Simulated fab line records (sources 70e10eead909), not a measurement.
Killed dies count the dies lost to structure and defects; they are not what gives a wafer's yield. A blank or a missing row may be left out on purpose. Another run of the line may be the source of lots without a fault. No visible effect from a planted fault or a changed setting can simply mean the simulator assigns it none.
fab line records -- flow nandHarc
record: lots: 14, wafers: 42, lastDay: 33
route steps=1302 shown A_START@389 A_ZERO_WELL@401 A_ONON_D1@426 END@1302
lots untouched by any fault: they come from a run of this same line in which no faults occurred
startH: the number of hours between the record's first day and the start of the first shown wafer of the lot -- waitH: hours since the lot's step before -- " unchanged from the row above -- L1.1+2: a single row standing in for several wafers -- - value missing, or start not given -- * or withheld: withheld -- < > ~ a bound
route shown NAME@n: a module of which the file shows steps, and the number in the route of the first -- usual: mean/standard deviation of fault-free wafers -- same: alike in all rows -- chamber/n: place in a boat -- sites: per-site readings -- _std_site: the standard deviation of these -- _edge_site: the outer-site mean with the inner-site mean subtracted -- radiusMm: how far each site lies from the wafer's centre -- mask NAME#n: copy n -- behind: the last tool/chamber to shape the wafer -- hold: the reason the lot was held/the length of the hold in hours/how it ended -- device: the n, p or np transistor that did not switch -- end of line: at the end of the route, the tests of the same wafers -- where a step has no rows: the recipe by itself -- killed: the dies lost at the first sort to structure and to defects; this is not the yield of the wafer -- map: a wafer's dies, marking killed ones x, the rest . and places with no die _
set.NAME: the setting as run; set.NAME@STEP: as run at that earlier step -- model.NAME: the simulator's own value behind a step, which no gauge read
steps of the route over a sample of lots; a table a step, a row a wafer
services: when a tool's chamber went out of use (startH, in hours from the record's first day, below 0 if earlier), for how many hours, and the reason
== steps ==
step: NHARC_A_START_INSPECT_01
usual: rawDefectCount: 3.2/1.9
lot.wafer,tool,chamber,startH,waitH,rawDefectCount
L823.1,defectInspect-01,-,133.17,-,2
L823.2,defectInspect-01,-,133.17,-,2
L823.4,defectInspect-01,-,133.17,-,8
L826.2,defectInspect-02,-,167.68,-,5
L826.3,defectInspect-02,-,167.68,-,4
L826.6,defectInspect-02,-,167.68,-,1
L827.1,defectInspect-02,-,176.47,-,4
L827.3,defectInspect-02,-,176.47,-,1
L827.5,defectInspect-02,-,176.47,-,2
L828.2,defectInspect-01,-,186.59,-,5
L828.5,defectInspect-01,-,186.59,-,4
L828.6,defectInspect-01,-,186.59,-,4
L830.3,defectInspect-02,-,215.25,-,3
L830.4,defectInspect-02,-,215.25,-,6
L830.6,defectInspect-02,-,215.25,-,3
L832.2,defectInspect-02,-,233.43,-,3
L832.4,defectInspect-02,-,233.43,-,3
L832.6,defectInspect-02,-,233.43,-,2
L834.1,defectInspect-01,-,249.28,-,1
L834.2,defectInspect-01,-,249.28,-,2
L834.3,defectInspect-01,-,249.28,-,4
L838.1,defectInspect-01,-,292.28,-,1
L838.3,defectInspect-01,-,292.28,-,2
L838.6,defectInspect-01,-,292.28,-,4
L841.1,defectInspect-01,-,322.91,-,2
L841.2,defectInspect-01,-,322.91,-,1
L841.3,defectInspect-01,-,322.91,-,4
L842.1,defectInspect-02,-,323.18,-,3
L842.2,defectInspect-02,-,323.18,-,2
L842.3,defectInspect-02,-,323.18,-,4
L843.1,defectInspect-01,-,332.54,-,3
L843.2,defectInspect-01,-,332.54,-,3
L843.4,defectInspect-01,-,332.54,-,4
L844.2,defectInspect-02,-,345.83,-,1
L844.3,defectInspect-02,-,345.83,-,0
L844.6,defectInspect-02,-,345.83,-,4
L845.1,defectInspect-02,-,360.15,-,5
L845.2,defectInspect-02,-,360.15,-,6
L845.6,defectInspect-02,-,360.15,-,3
L846.2,defectInspect-01,-,368.09,-,3
L846.3,defectInspect-01,-,368.09,-,6
L846.6,defectInspect-01,-,368.09,-,5
step: NHARC_A_ZERO_WELL_CD_MEAS_10
recipe: targetCdNm: 2000, landingEnergyEv: 500
usual: cdNm: 2000.5/1.6
lot.wafer,tool,chamber,startH,waitH,cdNm
L823.1,cdSem-02,0,133.88,-,2001.4
L823.2,cdSem-02,0,133.88,-,2003.3
L823.4,cdSem-02,0,133.88,-,2003.7
L826.2,cdSem-02,0,168.55,-,1999.7
L826.3,cdSem-02,0,168.55,-,2000.0
L826.6,cdSem-02,0,168.55,-,1998.9
L827.1,cdSem-03,0,177.19,-,2002.5
L827.3,cdSem-03,0,177.19,-,2002.8
L827.5,cdSem-03,0,177.19,-,2002.2
L828.2,cdSem-01,0,187.30,-,1997.2
L828.5,cdSem-01,0,187.30,-,1997.6
L828.6,cdSem-01,0,187.30,-,1999.1
L830.3,cdSem-01,0,215.97,-,1997.4
L830.4,cdSem-01,0,215.97,-,1998.2
L830.6,cdSem-01,0,215.97,-,2000.3
L832.2,cdSem-01,0,234.27,-,1998.9
L832.4,cdSem-01,0,234.27,-,2000.9
L832.6,cdSem-01,0,234.27,-,1998.5
L834.1,cdSem-03,0,250.13,-,2001.3
L834.2,cdSem-03,0,250.13,-,2002.8
L834.3,cdSem-03,0,250.13,-,2000.2
L838.1,cdSem-01,0,293.11,-,1999.9
L838.3,cdSem-01,0,293.11,-,2000.8
L838.6,cdSem-01,0,293.11,-,1998.9
L841.1,cdSem-03,0,323.82,-,2001.4
L841.2,cdSem-03,0,323.82,-,1999.7
L841.3,cdSem-03,0,323.82,-,2001.0
L842.1,cdSem-02,0,324.03,-,1999.1
L842.2,cdSem-02,0,324.03,-,1999.6
L842.3,cdSem-02,0,324.03,-,1999.5
L843.1,cdSem-01,0,333.38,-,2000.8
L843.2,cdSem-01,0,333.38,-,1999.1
L843.4,cdSem-01,0,333.38,-,2000.6
L844.2,cdSem-01,0,346.67,-,1999.8
L844.3,cdSem-01,0,346.67,-,1999.8
L844.6,cdSem-01,0,346.67,-,2000.5
L845.1,cdSem-03,0,360.99,-,2003.2
L845.2,cdSem-03,0,360.99,-,2001.9
L845.6,cdSem-03,0,360.99,-,2000.7
L846.2,cdSem-02,0,368.81,-,2000.5
L846.3,cdSem-02,0,368.81,-,2001.3
L846.6,cdSem-02,0,368.81,-,1998.8
step: NHARC_A_ZERO_WELL_DESCUM_12
recipe: timeS: 3, o2FlowSccm: 200, arFlowSccm: 0, biasPowerW: 0, chemistry: O2
usual: drypumpMotorCurrentA: 5.7/0.46, oesProductAu: 1.002/0.0099, rfVppV: 57.6/0.92, showerheadPlenumPTorr: 1.87/0.097, throttleValvePct: 11.312/0.008
lot.wafer,tool,chamber,startH,waitH,drypumpMotorCurrentA,oesProductAu,rfHoursCounterH,rfVppV,showerheadPlenumPTorr,throttleValvePct
L823.4,rieDiel-03,3,134.03,-,5.7,0.990,0,56.7,1.84,11.306
L823.2,rieDiel-03,0,134.03,-,6.2,0.991,1,57.7,1.84,11.312
L823.1,rieDiel-03,1,134.03,-,5.2,1.004,0,58.1,1.78,11.302
L826.2,rieDiel-05,2,168.71,-,5.7,0.988,17,55.7,1.77,11.311
L826.3,rieDiel-05,0,168.71,-,5.4,1.000,15,58.4,2.05,11.321
L826.6,rieDiel-05,2,168.71,-,5.7,1.002,-,57.0,1.77,11.302
L827.1,rieDiel-05,2,177.34,-,5.7,1.011,18,57.9,1.77,11.315
L827.3,rieDiel-05,3,177.34,-,5.8,1.015,18,57.3,1.96,11.303
L827.5,rieDiel-05,2,177.34,-,5.7,0.998,-,57.2,1.77,11.335
L828.2,rieDiel-03,2,187.47,-,5.0,1.006,2,56.4,1.80,11.315
L828.6,rieDiel-03,0,187.47,-,6.2,1.000,-,57.7,1.84,11.307
L828.5,rieDiel-03,1,187.47,-,5.2,1.016,-,56.0,1.78,11.301
L830.4,rieDiel-03,2,216.12,-,5.0,0.993,2,58.3,1.80,11.305
L830.3,rieDiel-03,3,216.12,-,5.7,0.990,2,55.5,1.84,11.315
L830.6,rieDiel-03,2,216.12,-,5.0,0.992,-,58.3,1.80,11.309
L832.4,rieDiel-03,2,234.43,-,5.0,1.002,3,56.9,1.80,11.302
L832.2,rieDiel-03,3,234.43,-,5.7,1.000,3,58.4,1.84,11.307
L832.6,rieDiel-03,2,234.43,-,5.0,1.015,-,56.6,1.80,11.327
L834.1,rieDiel-05,0,250.29,-,5.4,1.006,3,57.8,2.04,11.306
L834.2,rieDiel-05,1,250.29,-,6.5,1.002,3,58.8,2.03,11.317
L834.3,rieDiel-05,3,250.29,-,5.8,1.009,2,58.3,1.96,11.307
L838.3,rieDiel-03,2,293.29,-,5.0,1.012,0,55.8,1.80,11.304
L838.1,rieDiel-03,3,293.29,-,5.7,0.998,0,56.7,1.84,11.298
L838.6,rieDiel-03,1,293.29,-,5.2,1.010,-,55.7,1.78,11.310
L841.3,rieDiel-03,0,323.98,-,6.2,0.982,0,57.9,1.84,11.307
L841.2,rieDiel-03,1,323.98,-,5.3,1.007,0,56.8,1.78,11.317
L841.1,rieDiel-03,2,323.98,-,5.0,1.007,0,57.8,1.80,11.317
L842.1,rieDiel-06,0,324.18,-,5.6,1.012,1,57.9,1.85,11.315
L842.2,rieDiel-06,2,324.18,-,5.0,1.012,1,58.1,2.06,11.330
L842.3,rieDiel-06,3,324.18,-,5.9,1.006,1,57.3,1.86,11.301
L843.1,rieDiel-06,3,333.55,-,5.9,1.006,4,56.1,1.85,11.319
L843.2,rieDiel-06,0,333.55,-,5.6,0.996,4,58.1,1.85,11.308
L843.4,rieDiel-06,0,333.55,-,5.6,0.992,-,58.5,1.85,11.300
L844.2,rieDiel-03,0,346.82,-,6.2,0.994,1,58.1,1.84,11.316
L844.3,rieDiel-03,1,346.82,-,5.2,1.018,1,56.4,1.78,11.316
L844.6,rieDiel-03,1,346.82,-,5.2,1.014,-,56.6,1.78,11.304
L845.1,rieDiel-03,1,361.14,-,5.3,1.012,1,57.6,1.78,11.310
L845.2,rieDiel-03,2,361.14,-,5.0,1.020,1,57.6,1.80,11.297
L845.6,rieDiel-03,2,361.14,-,5.0,1.011,-,55.6,1.80,11.316
L846.3,rieDiel-03,1,368.96,-,5.2,1.009,2,57.4,1.78,11.310
L846.2,rieDiel-03,2,368.96,-,5.0,1.001,2,55.6,1.80,11.318
L846.6,rieDiel-03,1,368.96,-,5.2,1.014,-,56.8,1.78,11.313
step: NHARC_A_ONON_D1_DEP_03
recipe: targetThkA: 10000, n2FlowSccm: 2750, n2oFlowSccm: 2000, nh3FlowSccm: 500, sih4FlowSccm: 210, tempC: 400
usual: susceptorTempC: 399.99/0.18
lot.wafer,tool,chamber,startH,waitH,susceptorTempC
L823.1,pecvdOnon-02,0,155.22,0.1,400.13
L823.2,pecvdOnon-02,0,155.22,0.1,399.74
L823.4,pecvdOnon-02,0,155.22,0.1,399.87
L826.2,pecvdOnon-01,0,191.31,0.1,400.20
L826.3,pecvdOnon-01,0,191.31,0.1,400.12
L826.6,pecvdOnon-01,0,191.31,0.1,399.85
L827.1,pecvdOnon-04,0,199.91,0.1,400.01
L827.3,pecvdOnon-04,0,199.91,0.1,399.99
L827.5,pecvdOnon-04,0,199.91,0.1,399.63
L828.2,pecvdOnon-01,0,215.26,0.1,399.91
L828.5,pecvdOnon-01,0,215.26,0.1,400.10
L828.6,pecvdOnon-01,0,215.26,0.1,400.02
L830.3,pecvdOnon-04,0,242.49,0.2,400.06
L830.4,pecvdOnon-04,0,242.49,0.2,400.01
L830.6,pecvdOnon-04,0,242.49,0.2,400.03
L832.2,pecvdOnon-04,0,258.52,0.1,400.15
L832.4,pecvdOnon-04,0,258.52,0.1,400.06
L832.6,pecvdOnon-04,0,258.52,0.1,400.36
L834.1,pecvdOnon-04,0,271.71,0.3,400.05
L834.2,pecvdOnon-04,0,271.71,0.3,399.77
L834.3,pecvdOnon-04,0,271.71,0.3,399.83
L838.1,pecvdOnon-02,0,317.11,0.1,399.94
L838.3,pecvdOnon-02,0,317.11,0.1,399.88
L838.6,pecvdOnon-02,0,317.11,0.1,399.92
L842.1,pecvdOnon-01,0,346.00,0.1,400.03
L842.2,pecvdOnon-01,0,346.00,0.1,400.42
L842.3,pecvdOnon-01,0,346.00,0.1,400.16
L841.1,pecvdOnon-02,0,346.00,0.1,400.00
L841.2,pecvdOnon-02,0,346.00,0.1,399.94
L841.3,pecvdOnon-02,0,346.00,0.1,400.00
L843.1,pecvdOnon-01,0,356.57,0.1,399.72
L843.2,pecvdOnon-01,0,356.57,0.1,399.66
L843.4,pecvdOnon-01,0,356.57,0.1,399.89
L844.2,pecvdOnon-04,0,368.14,0.1,399.80
L844.3,pecvdOnon-04,0,368.14,0.1,399.95
L844.6,pecvdOnon-04,0,368.14,0.1,400.06
L845.1,pecvdOnon-04,0,382.95,0.1,400.22
L845.2,pecvdOnon-04,0,382.95,0.1,400.15
L845.6,pecvdOnon-04,0,382.95,0.1,400.37
L846.2,pecvdOnon-01,0,391.55,0.1,399.75
L846.3,pecvdOnon-01,0,391.55,0.1,399.85
L846.6,pecvdOnon-01,0,391.55,0.1,400.19
step: NHARC_A_ONON_D1_THK_MEAS_05
recipe: thkMeasGauge: ellipsometry
usual: thkNm: 999/10
lot.wafer,tool,chamber,startH,waitH,hold,thkNm
L823.1,filmMetro-01,-,155.73,-,-,986
L823.2,filmMetro-01,-,155.73,-,-,985
L823.4,filmMetro-01,-,155.73,-,-,985
L826.2,filmMetro-02,-,191.76,-,-,1015
L826.3,filmMetro-02,-,191.76,-,-,1015
L826.6,filmMetro-02,-,191.76,-,-,1016
L827.1,filmMetro-02,-,200.42,-,-,989
L827.3,filmMetro-02,-,200.42,-,-,989
L827.5,filmMetro-02,-,200.42,-,-,988
L828.2,filmMetro-01,-,215.72,-,-,1008
L828.5,filmMetro-01,-,215.72,-,-,1007
L828.6,filmMetro-01,-,215.72,-,-,1008
L830.3,filmMetro-02,-,242.89,-,awaitDispo/0.2h/release,1657
L830.4,filmMetro-02,-,242.89,-,awaitDispo/0.2h/release,1658
L830.6,filmMetro-02,-,242.89,-,awaitDispo/0.2h/release,1656
L830.3,filmMetro-02,-,243.06,0.2,-,1656
L830.4,filmMetro-02,-,243.06,0.2,-,1656
L830.6,filmMetro-02,-,243.06,0.2,-,1659
L832.2,filmMetro-01,-,258.97,-,awaitDispo/0.2h/release,1676
L832.4,filmMetro-01,-,258.97,-,awaitDispo/0.2h/release,1675
L832.6,filmMetro-01,-,258.97,-,awaitDispo/0.2h/release,1675
L832.2,filmMetro-01,-,259.15,0.2,-,1677
L832.4,filmMetro-01,-,259.15,0.2,-,1675
L832.6,filmMetro-01,-,259.15,0.2,-,1677
L834.1,filmMetro-01,-,272.22,-,awaitDispo/0.2h/release,1670
L834.2,filmMetro-01,-,272.22,-,awaitDispo/0.2h/release,1668
L834.3,filmMetro-01,-,272.22,-,awaitDispo/0.2h/release,1669
L834.1,filmMetro-01,-,272.39,0.2,-,1669
L834.2,filmMetro-01,-,272.39,0.2,-,1670
L834.3,filmMetro-01,-,272.39,0.2,-,1670
L838.1,filmMetro-02,-,317.62,-,-,1005
L838.3,filmMetro-02,-,317.62,-,-,1004
L838.6,filmMetro-02,-,317.62,-,-,1005
L842.1,filmMetro-02,-,346.51,-,-,991
L842.2,filmMetro-02,-,346.51,-,-,991
L842.3,filmMetro-02,-,346.51,-,-,990
L841.1,filmMetro-01,-,346.51,-,-,999
L841.2,filmMetro-01,-,346.51,-,-,999
L841.3,filmMetro-01,-,346.51,-,-,998
L843.1,filmMetro-01,-,357.08,-,-,1005
L843.2,filmMetro-01,-,357.08,-,-,1003
L843.4,filmMetro-01,-,357.08,-,-,1004
L844.2,filmMetro-01,-,368.59,-,-,993
L844.3,filmMetro-01,-,368.59,-,-,993
L844.6,filmMetro-01,-,368.59,-,-,993
L845.1,filmMetro-01,-,383.46,-,-,1002
L845.2,filmMetro-01,-,383.46,-,-,1000
L845.6,filmMetro-01,-,383.46,-,-,1003
L846.2,filmMetro-02,-,392.00,-,-,990
L846.3,filmMetro-02,-,392.00,-,-,990
L846.6,filmMetro-02,-,392.00,-,-,991
step: NHARC_END_SORT_01
recipe: tempC: 25
usual: defectLimitedYield: 91.1/2.9, killedAtArray: 55/20, killedAtOther: 1.1/1.2, killedAtPeriphery: 3.8/2.8, killedDies: 60/19, killedOpen: 3.4/1.9, killedShort: 2.2/1.5
same: grossDies: 677
lot.wafer,tool,chamber,startH,waitH,defectLimitedYield[%],killedAtArray,killedAtOther,killedAtPeriphery,killedDies,killedOpen,killedShort
L826.2,prober-01,0,575.36,2.8,89.5,61,0,10,71,6,2
L826.3,prober-01,0,576.16,3.1,91.9,49,0,6,55,4,3
L826.6,prober-01,0,578.55,4.0,89.7,58,0,12,70,7,3
L842.1,prober-02,0,745.26,2.5,90.1,61,0,6,67,6,2
L842.2,prober-02,0,746.05,2.8,90.0,62,0,6,68,6,1
L842.3,prober-02,0,746.85,3.1,92.6,46,1,3,50,2,2
L843.1,prober-01,0,751.88,2.5,89.4,65,1,6,72,6,1
L843.2,prober-01,0,752.69,2.8,89.1,66,1,7,74,5,1
L843.4,prober-01,0,754.31,3.4,90.0,58,2,8,68,6,3
killed by level:class
L826.2 A_CHANNEL_HOLE_D1:chamberFilmFlake=33 A_CHANNEL_HOLE_D2:chamberFilmFlake=8 A_CONTACT:chamberFilmFlake=6 P_M2:chamberFilmFlake=5 A_STAIRCASE:chamberFilmFlake=3 A_WL_FILL:chamberFilmFlake=3 P_CONTACT:geometricParticle:open=2 A_M0:geometricParticle:open=2
L826.3 A_CHANNEL_HOLE_D1:chamberFilmFlake=26 P_M2:chamberFilmFlake=5 A_CHANNEL_HOLE_D2:chamberFilmFlake=5 A_STAIRCASE:chamberFilmFlake=3 A_CONTACT:chamberFilmFlake=3 A_CHANNEL_FILL_D1:chamberFilmFlake=2 A_CHANNEL_FILL_D2:chamberFilmFlake=2 P_CONTACT:geometricParticle:short=1
L826.6 A_CHANNEL_HOLE_D1:chamberFilmFlake=30 A_CHANNEL_HOLE_D2:chamberFilmFlake=10 P_M2:chamberFilmFlake=6 P_GATE:chamberFilmFlake=3 A_STAIRCASE:chamberFilmFlake=3 A_ONON_D1:geometricParticle:short=2 A_CHANNEL_FILL_D2:chamberFilmFlake=2 A_CHANNEL_HOLE_D2:geometricParticle:open=2
L842.1 A_CHANNEL_HOLE_D1:chamberFilmFlake=29 A_SLIT:chamberFilmFlake=9 A_STAIRCASE:chamberFilmFlake=5 A_CONTACT:chamberFilmFlake=4 A_M1:chamberFilmFlake=4 A_CHANNEL_FILL_D2:geometricParticle:open=2 A_ZERO_WELL:chamberFilmFlake=2 A_WL_FILL:chamberFilmFlake=2
L842.2 A_CHANNEL_HOLE_D1:chamberFilmFlake=37 A_STAIRCASE:chamberFilmFlake=7 A_SLIT:chamberFilmFlake=7 A_WL_FILL:chamberFilmFlake=3 A_CHANNEL_FILL_D1:geometricParticle:open=2 P_STI:chamberFilmFlake=2 P_CONTACT:geometricParticle:open=1 A_ONON_D1:geometricParticle:open=1
L842.3 A_CHANNEL_HOLE_D1:chamberFilmFlake=28 A_SLIT:chamberFilmFlake=6 A_STAIRCASE:chamberFilmFlake=4 P_GATE:chamberFilmFlake=2 A_WL_FILL:chamberFilmFlake=2 A_ONON_D1:geometricParticle:short=1 A_ONON_D2:geometricParticle:open=1 A_M0:geometricParticle:open=1
L843.1 A_SLIT:chamberFilmFlake=24 A_CHANNEL_HOLE_D2:chamberFilmFlake=16 A_CHANNEL_HOLE_D1:chamberFilmFlake=9 A_CONTACT:chamberFilmFlake=8 P_M0:chamberFilmFlake=3 P_CONTACT:geometricParticle:open=1 P_M1:geometricParticle:open=1 A_ONON_D1:geometricParticle:short=1
L843.2 A_SLIT:chamberFilmFlake=20 A_CHANNEL_HOLE_D2:chamberFilmFlake=17 A_CHANNEL_HOLE_D1:chamberFilmFlake=8 A_CONTACT:chamberFilmFlake=7 A_STAIRCASE:chamberFilmFlake=6 P_M0:chamberFilmFlake=5 A_M0:geometricParticle:open=2 A_CHANNEL_FILL_D1:chamberFilmFlake=2
L843.4 A_SLIT:chamberFilmFlake=21 A_CHANNEL_HOLE_D2:chamberFilmFlake=15 A_CHANNEL_HOLE_D1:chamberFilmFlake=10 P_M0:chamberFilmFlake=4 A_M0:geometricParticle:open=3 A_WL_FILL:geometricParticle:short=2 P_GATE:chamberFilmFlake=2 A_CONTACT:chamberFilmFlake=2
== services ==
tool,chamber,startH,hours,kind
rieDiel-03,0,113.30,-,clean
rieDiel-06,-,130.20,9.0,pm
pecvdOnon-04,-,130.20,13.0,pm
rieDiel-03,-,167.53,1.0,repair
rieDiel-03,-,169.19,0.6,repair
pecvdOnon-02,-,185.00,13.0,pm
rieDiel-06,3,195.66,2.8,repair
rieDiel-05,3,218.54,3.7,repair
rieDiel-05,-,229.61,9.0,pm
rieDiel-05,0,262.89,11.6,repair
pecvdOnon-01,-,269.54,13.0,pm
rieDiel-06,1,277.30,2.3,repair
rieDiel-03,-,281.30,9.0,pm
rieDiel-06,1,283.67,51.5,repair
rieDiel-05,0,291.78,5.0,repair
rieDiel-03,-,296.61,5.7,repair
rieDiel-06,-,307.20,9.0,pm
pecvdOnon-04,-,311.20,13.0,pm
rieDiel-03,3,323.72,14.0,repair
rieDiel-05,2,323.93,10.6,repair
rieDiel-06,1,354.02,13.4,repair
pecvdOnon-04,-,363.54,1.1,repair
rieDiel-06,3,365.97,9.2,repair
pecvdOnon-02,-,366.00,13.0,pm
== key ==
firstSign: step: NHARC_A_ONON_D1_THK_MEAS_05, reading: visit, direction: added
effect: step: NHARC_A_ONON_D1_THK_MEAS_05, reading: thkNm, direction: up, sigmas: 67, usual: 999, struck: 1667
metAt NHARC_A_ONON_D1_DEP_03
struckLots L830,L832,L834
scrappedBehind NHARC_A_ONON_D1_THK_MEAS_05 L830.3,L830.4,L830.6,L832.2,L832.4,L832.6,L834.1,L834.2,L834.3
notActingAt NHARC_A_START_INSPECT_01,NHARC_A_ZERO_WELL_CD_MEAS_10,NHARC_A_ZERO_WELL_DESCUM_12
onsetBetween 199.91 242.49
fault: kind: processParameterDrift, tool: pecvdOnon-04, chamber: -, onsetH: 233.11, steps: NHARC_A_ONON_D1_DEP_03, channel: targetThkA, offset: *, shape: step, endH: 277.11, actsIn: *, stated: *
